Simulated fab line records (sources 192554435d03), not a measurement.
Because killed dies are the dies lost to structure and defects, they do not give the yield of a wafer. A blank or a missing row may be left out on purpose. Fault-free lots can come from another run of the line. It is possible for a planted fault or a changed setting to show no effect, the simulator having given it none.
What tool caused it? | flow n5_finfet | 63 wafers from 21 lots sampled at 4 of the route's 1938 steps

== WHAT EACH GAUGE READ, for each wafer ==
N5_BEOL_M7_OVL_MEAS_29.
lot  | measured     | on         | V6_OVL (nm)
L074 | day 9 12:34  | overlay-02 | 0.1 0.2 0.9
L075 | day 10 00:32 | overlay-01 | -0.4 0.3 0.0
L076 | day 10 07:31 | overlay-01 | 0.0 -0.6 0.9
L079 | day 10 11:37 | overlay-01 | -0.3 -0.9 0.0
L077 | day 10 11:40 | overlay-02 | 0.0 -0.3 0.8
L078 | day 10 13:58 | overlay-01 | -1.3 -1.3 -0.5
L080 | day 11 04:23 | overlay-01 | -0.2 0.7 0.2
L081 | day 11 08:26 | overlay-02 | -0.1 0.9 -0.5
L083 | day 11 08:29 | overlay-01 | 0.1 -0.8 -0.5
L082 | day 11 10:44 | overlay-02 | -0.1 -0.7 0.0
L085 | day 11 22:41 | overlay-01 | -0.2 0.1 -0.7
L086 | day 12 15:10 | overlay-02 | -0.4 0.0 0.5
L087 | day 12 16:59 | overlay-02 | -0.9 0.1 -0.1
L089 | day 13 03:44 | overlay-01 | -1.3 -0.2 -0.5
L088 | day 13 06:16 | overlay-02 | -1.3 -0.9 -1.2
L091 | day 13 13:42 | overlay-01 | 0.4 1.1 0.3
L090 | day 13 16:06 | overlay-02 | 0.4 0.5 0.0
L092 | day 14 05:40 | overlay-02 | 0.0 -0.8 -0.4
L094 | day 14 20:17 | overlay-01 | 0.2 -0.4 0.2
L096 | day 15 04:47 | overlay-02 | -0.3 -1.5 -0.5
L095 | day 15 07:40 | overlay-01 | 0.8 -1.4 -0.2

N5_BEOL_M8_THK_MEAS_01.
lot  | measured     | on            | M8_ILD_THK (nm)
L074 | day 9 18:00  | film_metro-02 | 154.8 154.0 155.0
L075 | day 10 06:05 | film_metro-02 | 153.6 152.3 155.0
L076 | day 10 14:19 | film_metro-01 | 156.1 154.0 158.6
L079 | day 10 15:25 | film_metro-02 | 152.3 154.6 157.9
L077 | day 10 16:00 | film_metro-01 | 155.9 155.0 157.2
L078 | day 10 18:16 | film_metro-02 | 152.2 152.9 154.6
L080 | day 11 08:17 | film_metro-02 | 151.7 153.3 153.0
L081 | day 11 12:26 | film_metro-01 | 153.5 153.7 156.7
L083 | day 11 13:16 | film_metro-02 | 154.4 159.0 157.6
L082 | day 11 14:30 | film_metro-01 | 153.7 155.6 156.5
L085 | day 12 02:47 | film_metro-01 | 152.8 154.8 155.3
L086 | day 12 19:49 | film_metro-01 | 154.7 154.9 156.6
L087 | day 12 21:04 | film_metro-01 | 153.4 153.3 155.2
L089 | day 13 07:48 | film_metro-01 | 152.1 155.2 152.7
L088 | day 13 10:48 | film_metro-02 | 153.5 156.3 156.7
L091 | day 13 17:14 | film_metro-01 | 151.6 156.4 156.0
L090 | day 13 21:39 | film_metro-01 | 153.7 154.1 155.6
L092 | day 14 13:49 | film_metro-02 | 152.9 155.7 155.7
L094 | day 15 02:29 | film_metro-02 | 153.0 156.5 156.7
L096 | day 15 10:19 | film_metro-01 | 153.7 155.8 154.9
L095 | day 15 13:14 | film_metro-01 | 153.9 155.4 154.4

== WHAT TOOL EACH LOT RAN ON (gives the tool, then ch and the chambers of the sampled wafers, and finally the start) ==
lot  | N5_BEOL_M7_ETCH_72                 | N5_BEOL_M7_ANNEAL_51
L074 | rie_diel-02 ch 2, day 9 12:51      | rtp_anneal-01 ch 0, day 9 15:36
L075 | rie_diel-04 ch 0,1,3, day 10 00:51 | rtp_anneal-02 ch 0, day 10 04:28
L076 | rie_diel-04 ch 0,2,3, day 10 07:41 | rtp_anneal-02 ch 0, day 10 12:56
L079 | rie_diel-04 ch 0,1,2, day 10 11:49 | rtp_anneal-01 ch 0, day 10 14:04
L077 | rie_diel-02 ch 0,2,3, day 10 11:52 | rtp_anneal-02 ch 0, day 10 14:36
L078 | rie_diel-02 ch 0,1,3, day 10 14:05 | rtp_anneal-01 ch 0, day 10 16:56
L080 | rie_diel-04 ch 0,2,3, day 11 04:31 | rtp_anneal-02 ch 0, day 11 06:58
L081 | rie_diel-05 ch 1,2,3, day 11 08:52 | rtp_anneal-01 ch 0, day 11 10:47
L083 | rie_diel-05 ch 0,1, day 11 09:16   | rtp_anneal-01 ch 0, day 11 11:54
L082 | rie_diel-02 ch 0,1, day 11 10:52   | rtp_anneal-01 ch 0, day 11 13:05
L085 | rie_diel-05 ch 1,2, day 11 22:53   | rtp_anneal-02 ch 0, day 12 01:02
L086 | rie_diel-04 ch 1,2,3, day 12 15:31 | rtp_anneal-02 ch 0, day 12 18:20
L087 | rie_diel-02 ch 0,2,3, day 12 17:27 | rtp_anneal-02 ch 0, day 12 19:44
L089 | rie_diel-02 ch 0,1, day 13 03:52   | rtp_anneal-02 ch 0, day 13 06:02
L088 | rie_diel-05 ch 0,1,3, day 13 06:23 | rtp_anneal-02 ch 0, day 13 09:07
L091 | rie_diel-04 ch 0,3, day 13 13:49   | rtp_anneal-01 ch 0, day 13 15:57
L090 | rie_diel-05 ch 1,2,3, day 13 16:13 | rtp_anneal-02 ch 0, day 13 20:17
L092 | rie_diel-02 ch 0,2,3, day 14 06:30 | rtp_anneal-02 ch 0, day 14 12:33
L094 | rie_diel-05 ch 1,2,3, day 14 20:35 | rtp_anneal-02 ch 0, day 15 00:35
L096 | rie_diel-04 ch 1,2,3, day 15 04:56 | rtp_anneal-02 ch 0, day 15 08:28
L095 | rie_diel-04 ch 0,1,2, day 15 07:47 | rtp_anneal-02 ch 0, day 15 11:54
- N5_BEOL_M7_ETCH_72: etches underlayer in N2/H2, target depth 6.5 nm, time 5.2 s.
- N5_BEOL_M7_ANNEAL_51: time 90 s.

== AS READ BY THE TOOLS THEMSELVES (means over the sampled wafers that have a number; for cases with no such wafer, the mark the record gives instead) ==
N5_BEOL_M7_ETCH_72.
lot  | tool        | chamber_pressure_mTorr (mTorr) | drypump_motor_current_A (A) | etch_rf_on_time_s (s) | n2_flow_sccm (sccm) | oes_product_au (a.u.) | rf_vpp_V (V) | showerhead_plenum_p_Torr (Torr) | throttle_valve_pct (%)
L074 | rie_diel-02 | 30.02                          | 5.6                         | 5.37                  | 200.0               | 0.62                  | 523.5        | 2.53                            | 17.57
L075 | rie_diel-04 | 29.98                          | 5.7                         | 5.17                  | 199.9               | 0.72                  | 523.0        | 2.54                            | 17.77
L076 | rie_diel-04 | 29.98                          | 6.0                         | 5.13                  | 199.9               | 0.70                  | 524.3        | 2.58                            | 17.91
L079 | rie_diel-04 | 30.02                          | 5.9                         | 5.06                  | 200.2               | 0.72                  | 523.9        | 2.54                            | 17.82
L077 | rie_diel-02 | 30.04                          | 5.4                         | 5.28                  | 199.7               | 0.68                  | 525.9        | 2.64                            | 17.83
L078 | rie_diel-02 | 29.97                          | 5.2                         | 5.25                  | 200.3               | 0.73                  | 525.9        | 2.66                            | 17.78
L080 | rie_diel-04 | 29.99                          | 6.0                         | 5.18                  | 199.6               | 0.70                  | 524.9        | 2.58                            | 17.94
L081 | rie_diel-05 | 30.03                          | 5.6                         | 5.21                  | 200.3               | 0.70                  | 523.7        | 2.53                            | 17.65
L083 | rie_diel-05 | 29.98                          | 6.0                         | 5.18                  | 200.0               | 0.62                  | 525.6        | 2.60                            | 18.08
L082 | rie_diel-02 | 29.98                          | 5.1                         | 5.31                  | 199.9               | 0.78                  | 527.2        | 2.64                            | 17.57
L085 | rie_diel-05 | 29.99                          | 5.6                         | 5.22                  | 200.3               | 0.66                  | 524.0        | 2.54                            | 17.75
L086 | rie_diel-04 | 30.02                          | 5.8                         | 5.15                  | 199.5               | 0.72                  | 524.6        | 2.55                            | 17.96
L087 | rie_diel-02 | 30.04                          | 5.4                         | 5.31                  | 199.9               | 0.65                  | 526.0        | 2.63                            | 17.85
L089 | rie_diel-02 | 29.99                          | 5.1                         | 5.30                  | 200.1               | 0.76                  | 527.5        | 2.64                            | 17.57
L088 | rie_diel-05 | 30.01                          | 5.8                         | 5.16                  | 200.3               | 0.65                  | 523.6        | 2.53                            | 17.84
L091 | rie_diel-04 | 30.00                          | 5.8                         | 5.21                  | 199.9               | 0.68                  | 523.9        | 2.57                            | 17.93
L090 | rie_diel-05 | 30.00                          | 5.6                         | 5.20                  | 200.1               | 0.68                  | 523.9        | 2.52                            | 17.69
L092 | rie_diel-02 | 29.99                          | 5.4                         | 5.27                  | 200.5               | 0.65                  | 526.5        | 2.62                            | 17.87
L094 | rie_diel-05 | 29.98                          | 5.6                         | 5.13                  | 200.3               | 0.68                  | 524.8        | 2.51                            | 17.70
L096 | rie_diel-04 | 30.00                          | 5.8                         | 5.19                  | 200.2               | 0.71                  | 524.2        | 2.55                            | 18.00
L095 | rie_diel-04 | 30.02                          | 5.9                         | 5.13                  | 199.0               | 0.68                  | 522.9        | 2.52                            | 17.87

N5_BEOL_M7_ANNEAL_51.
lot  | tool          | wafer_temp_C_max
L074 | rtp_anneal-01 | 225.61
L075 | rtp_anneal-02 | 225.70
L076 | rtp_anneal-02 | 225.50
L079 | rtp_anneal-01 | 225.43
L077 | rtp_anneal-02 | 225.75
L078 | rtp_anneal-01 | 225.52
L080 | rtp_anneal-02 | 225.95
L081 | rtp_anneal-01 | 225.65
L083 | rtp_anneal-01 | 225.79
L082 | rtp_anneal-01 | 225.75
L085 | rtp_anneal-02 | 225.51
L086 | rtp_anneal-02 | 225.81
L087 | rtp_anneal-02 | 225.61
L089 | rtp_anneal-02 | 225.71
L088 | rtp_anneal-02 | 225.50
L091 | rtp_anneal-01 | 225.49
L090 | rtp_anneal-02 | 225.79
L092 | rtp_anneal-02 | 225.63
L094 | rtp_anneal-02 | 225.84
L096 | rtp_anneal-02 | 225.83
L095 | rtp_anneal-02 | 225.73

== THE ANSWER, worked out from the rows above alone ==
Rule: the usual values come from the lots themselves. The widest of any qualifying gaps counts: lots, ordered by their means at a reading, are off when they make up no more than a third of the lots, leave a main group of 4 or more, and stand apart from it by 3 or more times the standard deviation of that group's means. If all means in a main group match to the digits the tables above print for the reading, that group is not used. Also off: a lot with no number at a reading for which 4 or more lots have one. All remaining lots with rows at the step are treated as sound. First the gauges in route order, then the tools' own readings, where a lot's mean is used as printed above. At the first step where some lot is off, the reading lying furthest off is the one used; lots without a number count as furthest.
Across all readings shown, no lot is off: no conclusion can be drawn from this.

== WHAT THE SIMULATOR HAD PUT IN ==
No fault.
